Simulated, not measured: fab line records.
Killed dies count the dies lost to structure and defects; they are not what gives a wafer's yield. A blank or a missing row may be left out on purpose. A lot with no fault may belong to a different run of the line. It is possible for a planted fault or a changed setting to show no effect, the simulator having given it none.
A struck lot beside a sound one | flow n5-finfet | 14 out of 1938 route steps
Sound: these wafers, L216.1, L216.4, L216.6. Struck: wafer L239.1 (L239.3, L239.6, from the same lot, were not struck and are left out); the cause is given at the end.
For every step that has rows: the tool of each side, followed by ch and its chambers, followed by its first start. Under that, the readings that differ: sound wafers | struck wafers | difference of the means | sigmas: that difference in standard deviations of wafers without a fault.
alike: readings with means less than 2 such deviations apart, plus words and numbers identical on both sides. not compared: withheld readings, readings lacking a value on some wafer, bounds such as >300 that could conceal the same value, and numbers that have no deviation in the record and whose values overlap.
Wherever a step has rows on one side only, a row that says differs or no value, or a row with sigmas, the two part there. When numbers do not overlap yet have no deviation, they are printed without sigmas and do not part them. A reading that every wafer of one side lacks parts them only if that side has two wafers or more.

N5_BEOL_M8_OCD_MEAS_38:
  sound on ocd-01, day 9 11:05; struck on ocd-02, day 15 05:43
  alike: trench-depth-nm
then, 4 steps without rows for these wafers: N5_BEOL_M8_HM_STRIP_39 (strips TiN in peroxide tin strip, target depth 25 nm, time 158 s); N5_BEOL_M8_SRD_40 (time 30 s); N5_BEOL_M8_PRECLEAN_42 (cleans in residue remover, time 60 s); N5_BEOL_M8_SRD_43 (time 30 s).
N5_BEOL_M8_CD_MEAS_35: target cd 40 nm.
  sound on cd-sem-01, day 9 11:14; struck on cd-sem-02, day 15 05:52
  alike: cd-nm
N5_BEOL_M8_CURE_75: cures SiCOH lowk, time 120 s.
  sound on uv-cure-01 ch 0, day 9 11:17; struck on uv-cure-01 ch 2, day 15 05:55
  reading          | sound             | struck | difference | sigmas
  wafer_temp_C_max | 372.3 371.8 371.8 | 371.0  | -1.0       | -2
  alike: lamp-power-pct
N5_BEOL_M8_DEGAS_44: time 60 s.
  sound on pvd-sputter-02, day 9 11:55; struck on pvd-sputter-02, day 15 07:01
  alike: heater-power-w
N5_BEOL_M8_PRE_CLEAN_45: time 30 s.
  sound on pvd-sputter-02, day 9 11:57; struck on pvd-sputter-02, day 15 07:04
  alike: heater-power-w
N5_BEOL_M8_ALD_77: deposits TaN, target thk 2 nm, pulse time 2 s, purge time 3 s.
  sound on ald-metal-02 ch 0,3, day 9 12:02; struck on ald-metal-04 ch 3, day 15 07:07
  alike: chamber-pressure-Torr, heater-power-outer-w, heater-power-w, mfc-carrier-sccm
N5_BEOL_M8_SURFACE_TREAT_79:
  sound on pvd-sputter-03, day 9 12:24; struck on pvd-sputter-02, day 15 07:28
  not compared: throttle-valve-pct
then, 1 step without rows for these wafers: N5_BEOL_M8_CVD_78 (deposits Co from CCTBA/H2, target thk 2 nm, time 142.3 s).
N5_BEOL_M8_SPUTTER_48: material Cu, target thk 10 nm, time 1.667 s.
  sound on pvd-sputter-02, day 9 12:39; struck on pvd-sputter-02, day 15 07:44
  reading                | sound             | struck | difference | sigmas
  cathode-dc-power-W (W) | 25994 26005 25995 | 23811  | -2187      | -99 or more
  alike: bias-v, throttle-valve-pct
then, 1 step without rows for these wafers: N5_BEOL_M8_ECD_50 (material Cu, target thk 300 nm).

== WHERE THEY PART ==
Last at N5_BEOL_M8_SPUTTER_48 as far as this record goes, first at N5_BEOL_M8_CURE_75.

WHY: what the simulator had put in
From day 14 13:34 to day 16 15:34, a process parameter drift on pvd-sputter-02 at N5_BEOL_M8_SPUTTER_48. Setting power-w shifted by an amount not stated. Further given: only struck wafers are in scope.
